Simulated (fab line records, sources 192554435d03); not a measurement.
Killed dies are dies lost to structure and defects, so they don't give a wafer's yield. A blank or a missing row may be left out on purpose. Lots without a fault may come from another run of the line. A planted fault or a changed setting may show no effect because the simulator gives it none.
Which tool did it? | flow n5_finfet | 9 lots, 27 wafers sampled, at 1 step of a route of 1938

WHAT THE GAUGES READ, wafer by wafer
N5_BEOL_M4_RC_MEAS_101.
lot  | measured     | on        | DIBL_N (mV/V)
L459 | day 8 11:45  | prober-02 | 39.7 38.3 39.1
L460 | day 8 14:59  | prober-01 | 39.5 36.7 34.4
L467 | day 10 16:02 | prober-01 | 33.4 39.3 36.0
L469 | day 10 18:53 | prober-02 | 37.4 37.3 38.5
L472 | day 11 17:23 | prober-01 | 36.5 35.9 35.7
L474 | day 12 13:16 | prober-01 | 44.3 36.7 38.2
L476 | day 12 18:37 | prober-02 | 32.8 36.2 34.8
L479 | day 13 00:14 | prober-02 | 41.6 35.2 39.3
L482 | day 14 00:27 | prober-01 | 34.9 37.6 37.8

WHICH TOOL RAN EACH LOT (tool, then ch and the chambers of the sampled wafers, then the start)
The record holds no process step before these readings.

THE ANSWER, worked out from the rows above alone
Rule: what is usual is taken from the lots themselves. Put in order of their means at a reading, lots are off if they are a third of the lots or fewer, leave a main group of 4 or more, and stand apart from it by a gap of 3 or more times the standard deviation of the main group's means; of several such gaps the widest counts. A main group whose means are all the same, to the digits that the tables above print for the reading, isn't used. A lot without any number at a reading at which 4 lots or more have one is off too. The other lots that the step has rows for count as sound.
No lot is off at any reading shown: from this, nothing can be told.

WHAT THE SIMULATOR HAD PUT IN
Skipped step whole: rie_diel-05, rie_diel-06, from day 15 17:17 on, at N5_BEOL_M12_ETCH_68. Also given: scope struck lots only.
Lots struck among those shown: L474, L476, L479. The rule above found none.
